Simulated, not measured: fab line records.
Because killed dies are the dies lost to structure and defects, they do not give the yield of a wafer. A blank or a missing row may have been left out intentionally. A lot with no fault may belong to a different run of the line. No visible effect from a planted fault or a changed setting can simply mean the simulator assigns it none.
fab line records + flow n5-finfet
[record]
- lots = 7
- wafers = 39
route steps=1938 shown WELL_APT@32 DUMMY_GATE@237 MOL_CONTACT_COAG@559
start-h: start of the lot's first displayed wafer, in hours after the record's first day + wait-h: how many hours have passed since the lot's step before this one + " as in the row above + L1.1+2: one row covering several wafers at once + - either no value or no given start + * or withheld: withheld + < > ~ a bound
route shown NAME@n: a module of which the file shows steps, and the number in the route of the first + usual: mean and standard deviation over wafers with no fault + same: alike in all rows + chamber/n: place in a boat + sites: per-site readings + _std_site: standard deviation of those values + _edge_site: the outer-site mean with the inner-site mean subtracted + radius-mm: how far each site lies from the wafer's centre + mask NAME#n: copy n + behind: tool/chamber where the wafer was last shaped + hold: why the lot went on hold/how many hours it stayed there/how the hold came to an end + device: whichever transistor did not switch (one of n, p or np) + end of line: the same wafers' tests at the end of the route + where a step has no rows: the recipe by itself + killed: the dies lost at the first sort to structure and to defects; this is not the yield of the wafer + map: the dies of a wafer, with x for killed, . for not killed, _ for no die there
set.NAME: the setting that was run; set.NAME@STEP: the one run at that earlier step + model.NAME: the simulator's own value behind a step, which no gauge read
one table per step and one row per wafer, for lots whose settings were changed on purpose
[[steps]]
[step N5_WELL_APT_IMPLANT_14]
[recipe]
- species = P
- energy-kev = 160
- dose-cm2 = 1.5e+13
- tilt-deg = 0
- rotation-deg = 0
| lot.wafer  | tool         | chamber | start-h | wait-h | set.energy-kev | model.implant.drp-nm | model.implant.rp-nm |
|------------|--------------|---------|---------|--------|----------------|----------------------|---------------------|
| L076.1+2+6 | implanter-01 | 0       | 26.02   | 0.1    | 160            | 65.9                 | 197.8               |
| L076.3+4+5 | "            | 0       | "       | "      | 146.6          | 61.69                | 180.6               |
| L083.1+4+5 | implanter-02 | 0       | 67.89   | 0.1    | 141.1          | 59.86                | 176                 |
| L083.2+3+6 | "            | 0       | "       | "      | 160            | 65.9                 | 200.6               |
| L084.1+4+5 | implanter-02 | 0       | 74.08   | 0.1    | 179.1          | 71.64                | 224.8               |
| L084.2+3+6 | "            | 0       | "       | "      | 160            | 65.9                 | 200.1               |
| L085.1+3+4 | implanter-02 | 0       | 79.87   | 0.1    | 160            | 65.9                 | 206.2               |
| L087.1+3+6 | implanter-02 | 0       | 92.72   | 0.1    | 160            | 65.9                 | 197.5               |
| L087.2+4+5 | "            | 0       | "       | "      | 169.9          | 68.87                | 210.1               |
| L089.1+2+5 | implanter-02 | 0       | 103.79  | 0.1    | 171.1          | 69.23                | 223.9               |
| L089.3+4+6 | "            | 0       | "       | "      | 160            | 65.9                 | 209                 |
| L097.1+4+5 | implanter-02 | 0       | 152.41  | 0.1    | 152.3          | 63.53                | 191.9               |
| L097.2+3+6 | "            | 0       | "       | "      | 160            | 65.9                 | 202                 |
[step N5_DUMMY_GATE_ETCH_37]
[recipe]
- chemistry = N2/H2
- target = SOC
- target-depth-a = 600
- overetch-a = 300
- temp-c = 40
- ion-energy-ev = 200
- pressure-mtorr = 30
- source-w = 840
- bias-w = 150
- n2-flow-sccm = 200
- h2-flow-sccm = 200
[usual]
- rf-vpp-V = 523.8/2
| lot.wafer | tool        | chamber | start-h | wait-h | set.source-w | rf-vpp-V | model.SiARC_of_DUMMY_GATE_COAT_35.thk-nm |
|-----------|-------------|---------|---------|--------|--------------|----------|------------------------------------------|
| L076.1    | rie-diel-01 | 0       | 60.61   | 0.0    | 840          | 523.4    | 5                                        |
| L076.2    | "           | 2       | "       | "      | 767.2        | 539.5    | 5.2                                      |
| L076.3    | "           | 1       | "       | "      | 840          | 521.6    | 5.2                                      |
| L076.4    | "           | 3       | "       | "      | 767.2        | 537.2    | 5.2                                      |
| L076.5    | "           | 2       | "       | "      | 840          | 523.9    | 5                                        |
| L076.6    | "           | 1       | "       | "      | 767.2        | 536.2    | 5.4                                      |
| L083.1    | rie-diel-01 | 1       | 100.00  | 0.0    | 980.3        | 495.4    | 4.6                                      |
| L083.2    | "           | 3       | "       | "      | 980.3        | 494.9    | 4.4                                      |
| L083.3    | "           | 0       | "       | "      | 840          | 523.2    | 5                                        |
| L083.4    | "           | 3       | "       | "      | 840          | 522.2    | 4.8                                      |
| L083.5    | "           | 1       | "       | "      | 980.3        | 494.9    | 4.6                                      |
| L083.6    | "           | 0       | "       | "      | 840          | 523.3    | 5                                        |
| L084.1    | rie-diel-02 | 0       | 108.07  | 0.0    | 978.4        | 497.4    | 4.2                                      |
| L084.2    | "           | 2       | "       | "      | 840          | 528.2    | 5                                        |
| L084.3    | "           | 1       | "       | "      | 840          | 522.1    | 5                                        |
| L084.4    | "           | 3       | "       | "      | 840          | 525.5    | 4.6                                      |
| L084.5    | "           | 0       | "       | "      | 978.4        | 497.2    | 4.2                                      |
| L084.6    | "           | 3       | "       | "      | 978.4        | 498.8    | 4.2                                      |
| L085.1    | rie-diel-02 | 1       | 116.59  | 0.0    | 840          | 525.3    | 5.2                                      |
| L085.3    | "           | 3       | "       | "      | 840          | 525.9    | 4.8                                      |
| L085.4    | "           | 2       | "       | "      | 840          | 526.9    | 5.2                                      |
| L087.1    | rie-diel-06 | 0       | 124.50  | 0.0    | 886.5        | 513.8    | 4.8                                      |
| L087.2    | "           | 1       | "       | "      | 886.5        | 514.8    | 4.8                                      |
| L087.3    | "           | 3       | "       | "      | 840          | 524.9    | 5                                        |
| L087.4    | "           | 2       | "       | "      | 840          | 524.1    | 4.8                                      |
| L087.5    | "           | 3       | "       | "      | 886.5        | 517.5    | 4.8                                      |
| L087.6    | "           | 2       | "       | "      | 840          | 523.3    | 5                                        |
| L089.1    | rie-diel-06 | 1       | 135.28  | 0.0    | 840          | 524.3    | 5                                        |
| L089.2    | "           | 2       | "       | "      | 1001         | 493.6    | 4.4                                      |
| L089.3    | "           | 0       | "       | "      | 840          | 522.5    | 5                                        |
| L089.4    | "           | 2       | "       | "      | 1001         | 494.1    | 4.2                                      |
| L089.5    | "           | 1       | "       | "      | 1001         | 493.9    | 4.4                                      |
| L089.6    | "           | 0       | "       | "      | 840          | 522.8    | 5                                        |
| L097.1    | rie-diel-06 | 2       | 184.69  | 0.0    | 840          | 523.3    | 4.8                                      |
| L097.2    | "           | 3       | "       | "      | 840          | 526.6    | 5                                        |
| L097.3    | "           | 1       | "       | "      | 840          | 523.9    | 5                                        |
| L097.4    | "           | 3       | "       | "      | 840          | 527.3    | 5                                        |
| L097.5    | "           | 2       | "       | "      | 840          | 524.7    | 4.8                                      |
| L097.6    | "           | 1       | "       | "      | 840          | 524.7    | 5                                        |
[step N5_DUMMY_GATE_ETCH_42]
[recipe]
- chemistry = CHF3/O2
- target = SiO2
- target-depth-a = 35
- time-s = 31
- ion-energy-ev = 30
- bias-w = 12
- pressure-mtorr = 30
- source-w = 600
- Ar_flow_sccm = 200
- CHF3_flow_sccm = 50
- O2_flow_sccm = 5
[usual]
- rf-vpp-V = 42.6/1
| lot.wafer | tool        | chamber | start-h | wait-h | set.bias-w | rf-vpp-V |
|-----------|-------------|---------|---------|--------|------------|----------|
| L076.1    | rie-diel-02 | 3       | 61.38   | 0.0    | 12         | 43.2     |
| L076.2    | "           | 1       | "       | "      | 12.69      | 43.0     |
| L076.3    | "           | 2       | "       | "      | 12         | 42.2     |
| L076.4    | "           | 0       | "       | "      | 12         | 43.2     |
| L076.5    | "           | 1       | "       | "      | 12.69      | 41.6     |
| L076.6    | "           | 0       | "       | "      | 12.69      | 43.5     |
| L083.1    | rie-diel-01 | 1       | 100.77  | 0.0    | 13.96      | 46.2     |
| L083.2    | "           | 0       | "       | "      | 12         | 41.5     |
| L083.3    | "           | 3       | "       | "      | 13.96      | 46.8     |
| L083.4    | "           | 0       | "       | "      | 12         | 42.9     |
| L083.5    | "           | 3       | "       | "      | 12         | 43.8     |
| L083.6    | "           | 1       | "       | "      | 13.96      | 47.1     |
| L084.1    | rie-diel-06 | 3       | 108.99  | 0.2    | 10.64      | 39.7     |
| L084.2    | "           | 1       | "       | "      | 12         | 43.4     |
| L084.3    | "           | 0       | "       | "      | 10.64      | 37.9     |
| L084.4    | "           | 2       | "       | "      | 12         | 44.3     |
| L084.5    | "           | 3       | "       | "      | 10.64      | 36.7     |
| L084.6    | "           | 0       | "       | "      | 12         | 42.2     |
| L085.1    | rie-diel-01 | 3       | 117.41  | 0.0    | 12         | 43.4     |
| L085.3    | "           | 2       | "       | "      | 12         | 43.2     |
| L085.4    | "           | 1       | "       | "      | 12         | 40.6     |
| L087.1    | rie-diel-02 | 3       | 125.74  | 0.4    | 12         | 42.3     |
| L087.2    | "           | 0       | "       | "      | 11.41      | 42.5     |
| L087.3    | "           | 3       | "       | "      | 12         | 44.0     |
| L087.4    | "           | 0       | "       | "      | 12         | 41.8     |
| L087.5    | "           | 0       | "       | "      | 11.41      | 41.6     |
| L087.6    | "           | 3       | "       | "      | 11.41      | 41.1     |
| L089.1    | rie-diel-01 | 1       | 136.05  | 0.0    | 12         | 43.0     |
| L089.2    | "           | 2       | "       | "      | 12         | 43.7     |
| L089.3    | "           | 3       | "       | "      | 12         | 43.2     |
| L089.4    | "           | 3       | "       | "      | 12         | 44.5     |
| L089.5    | "           | 1       | "       | "      | 12         | 41.6     |
| L089.6    | "           | 2       | "       | "      | 12         | 43.7     |
| L097.1    | rie-diel-02 | 1       | 185.47  | 0.0    | 12         | 42.2     |
| L097.2    | "           | 0       | "       | "      | 12         | 43.4     |
| L097.3    | "           | 3       | "       | "      | 9.745      | 36.5     |
| L097.4    | "           | 2       | "       | "      | 12         | 41.6     |
| L097.5    | "           | 0       | "       | "      | 9.745      | 37.4     |
| L097.6    | "           | 1       | "       | "      | 9.745      | 35.5     |
[step N5_MOL_CONTACT_COAG_ALD_27]
[recipe]
- material = SiOC
- target-thk-a = 170
- temp-c = 400
- ald-precursor-family = carbosiloxane
- ald-co-reactant = H2-plasma
- pulse-time-s = 1.5
- time-s = 2720
- purge-time-s = 2
- co-reactant-purge-time-s = 2
- ald-cycles = 340
- pressure-torr = 2
| lot.wafer    | tool       | chamber | start-h | wait-h | set.time-s | model.SiOC_of_MOL_CONTACT_COAG_ALD_27.thk-nm |
|--------------|------------|---------|---------|--------|------------|----------------------------------------------|
| L076.1+4+5   | ald-sin-02 | 0,1,3   | 108.42  | 0.0    | 3011       | 17                                           |
| L076.2+3+6   | "          | 2,3,0   | "       | "      | 2720       | 17                                           |
| L083.1+3+5   | ald-sin-02 | 2,3,2   | 146.34  | 0.0    | 2720       | 17                                           |
| L083.2+4+6   | "          | 0,1,3   | "       | "      | 2380       | 14.8                                         |
| L084.1+4     | ald-sin-04 | 3,2     | 157.94  | 0.0    | 2720       | 17                                           |
| L084.2+3+5+6 | "          | 0,1,1,2 | "       | "      | 2720       | 16.8                                         |
| L085.1+3+4   | ald-sin-01 | 2,1,3   | 162.89  | 0.0    | 2720       | 17                                           |
| L087.1+5+6   | ald-sin-02 | 0,3,0   | 173.56  | 0.0    | 3306       | 17.2                                         |
| L087.2+4     | "          | 3,2     | "       | "      | 2720       | 17.2                                         |
| L087.3       | "          | 1       | "       | "      | 2720       | 17                                           |
| L089.1       | ald-sin-02 | 1       | 182.68  | 0.0    | 3154       | 16.8                                         |
| L089.2+3     | "          | 3,0     | "       | "      | 3154       | 17                                           |
| L089.4+5+6   | "          | 2,2,1   | "       | "      | 2720       | 17                                           |
| L097.1+2+6   | ald-sin-04 | 2,1,2   | 235.62  | 0.0    | 2374       | 14.8                                         |
| L097.3       | "          | 1       | "       | "      | 2720       | 16.8                                         |
| L097.4+5     | "          | 2,1     | "       | "      | 2720       | 17                                           |
[step N5_MOL_CONTACT_COAG_ALD_131]
[recipe]
- material = SiO2
- target-thk-a = 50
- temp-c = 100
- ald-precursor-family = BDEAS
- ald-co-reactant = O2-plasma
- pulse-time-s = 1
- co-reactant-pulse-time-s = 1
- purge-time-s = 2
- co-reactant-purge-time-s = 2
- ald-cycles = 35
- pressure-torr = 2
| lot.wafer        | tool       | chamber     | start-h | wait-h | set.ald-cycles | model.SiO2_of_MOL_CONTACT_COAG_ALD_131.thk-nm |
|------------------|------------|-------------|---------|--------|----------------|-----------------------------------------------|
| L076.1+3+6       | ald-sin-01 | 0,1,3       | 111.55  | 0.1    | 38             | 5.4                                           |
| L076.2+4+5       | "          | 3,0,1       | "       | "      | 35             | 5                                             |
| L083.1+2+3+4+5+6 | ald-sin-02 | 0,2,3,1,3,2 | 149.34  | 0.1    | 35             | 5                                             |
| L084.1+2+3       | ald-sin-02 | 3,1,2       | 161.64  | 0.2    | 35             | 5                                             |
| L084.4+5+6       | "          | 0,0,1       | "       | "      | 38             | 5.4                                           |
| L085.1+3+4       | ald-sin-02 | 0,2,3       | 166.26  | 0.1    | 35             | 5                                             |
| L087.1+4+5       | ald-sin-01 | 2,1,0       | 176.78  | 0.1    | 35             | 5                                             |
| L087.2+3+6       | "          | 0,3,1       | "       | "      | 31             | 4.4                                           |
| L089.1+4+6       | ald-sin-01 | 3,2,2       | 188.85  | 0.1    | 38             | 5.4                                           |
| L089.2+3+5       | "          | 1,0,3       | "       | "      | 35             | 5                                             |
| L097.1+5+6       | ald-sin-02 | 0,0,3       | 239.65  | 0.3    | 35             | 5                                             |
| L097.2+3+4       | "          | 3,1,2       | "       | "      | 37             | 5.2                                           |
[[key]]
[split]
- step = N5_WELL_APT_IMPLANT_14
- setting = energy-kev
- stated = 160
- by = wafer
[response]
- step = N5_WELL_APT_IMPLANT_14
- reading = model.implant.drp-nm
- change = +0.494
- per = 1%
- r = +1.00
[response]
- step = N5_WELL_APT_IMPLANT_14
- reading = model.implant.rp-nm
- change = +2.08
- per = 1%
- r = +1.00
[split]
- step = N5_DUMMY_GATE_ETCH_37
- setting = source-w
- stated = 840
- by = wafer
[response]
- step = N5_DUMMY_GATE_ETCH_37
- reading = rf-vpp-V
- change = -1.62
- per = 1%
- r = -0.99
[response]
- step = N5_DUMMY_GATE_ETCH_37
- reading = model.SiARC_of_DUMMY_GATE_COAT_35.thk-nm
- change = -0.0322
- per = 1%
- r = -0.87
[split]
- step = N5_DUMMY_GATE_ETCH_42
- setting = bias-w
- stated = 12
- by = wafer
[response]
- step = N5_DUMMY_GATE_ETCH_42
- reading = rf-vpp-V
- change = +0.296
- per = 1%
- r = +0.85
[split]
- step = N5_MOL_CONTACT_COAG_ALD_27
- setting = time-s
- stated = 2720
- by = wafer
[response]
- step = N5_MOL_CONTACT_COAG_ALD_27
- reading = model.SiOC_of_MOL_CONTACT_COAG_ALD_27.thk-nm
- shape = bent
- at-lowest = 14.8
- at-stated = 16.97
- at-highest = 17.2
[split]
- step = N5_MOL_CONTACT_COAG_ALD_131
- setting = ald-cycles
- stated = 35
- by = wafer
[response]
- step = N5_MOL_CONTACT_COAG_ALD_131
- reading = model.SiO2_of_MOL_CONTACT_COAG_ALD_131.thk-nm
- change = +0.0477
- per = 1%
- r = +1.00
